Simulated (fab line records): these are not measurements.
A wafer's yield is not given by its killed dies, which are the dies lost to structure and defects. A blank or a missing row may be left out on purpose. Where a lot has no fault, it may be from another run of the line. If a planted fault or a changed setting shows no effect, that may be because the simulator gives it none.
Matching of chambers	flow n5Finfet	N5_STI_FIN_REVEAL_ALD_14 on aldSin-04: 4 sister chambers
The step deposits Si3N4, target thk 3 nm. 8 wafers are shown with their chamber, then 9 later ones without.

## EACH WAFER AND ITS CHAMBER
wafer	chamber	heaterPowerW (W)	chamberPressureTorr (Torr)
L084.6	3	995	1.999
L085.3	0	785	1.997
L085.5	3	984	2.000
L086.1	1	749	2.010
L086.6	2	845	1.997
L087.2	2	844	2.000
L087.5	1	770	2.007
L087.6	0	753	1.995

## WAFERS WHOSE CHAMBER IS MISSING
wafer	heaterPowerW (W)	chamberPressureTorr (Torr)
L089.1	753	2.004
L089.4	1001	1.996
L089.6	854	1.997
L090.3	988	2.003
L090.4	793	1.999
L090.6	1012	1.999
L095.2	867	2.002
L095.5	789	2.003
L095.6	764	2.002

## WHICH CHAMBER EACH WENT THROUGH
wafer	from the rows above	in truth
L089.1	1	1
L089.4	3	3
L089.6	2	2
L090.3	3	3
L090.4	can't be placed: 0 or 2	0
L090.6	3	3
L095.2	2	2
L095.5	can't be placed: 1 or 0 or 2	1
L095.6	can't be placed: 0 or 1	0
Correctly placed: 6 of 9. Unplaceable from these rows: 3, with the true chamber sitting among the candidates in 3. 0 placed wrongly.
How it was worked out, from the rows above alone: a wafer's distance from a chamber is the root of the sum, over the readings, of the square of ((its reading less the chamber's mean) divided by the reading's scatter). The wafer belongs to the nearest chamber; if the next one is less than 2 further off, it can't be placed. Each chamber's mean is taken over the wafers shown for it. The scatter: take each reading less its chamber's mean, square it, sum over the shown wafers, divide by the number of wafers less the number of chambers, and take the root.
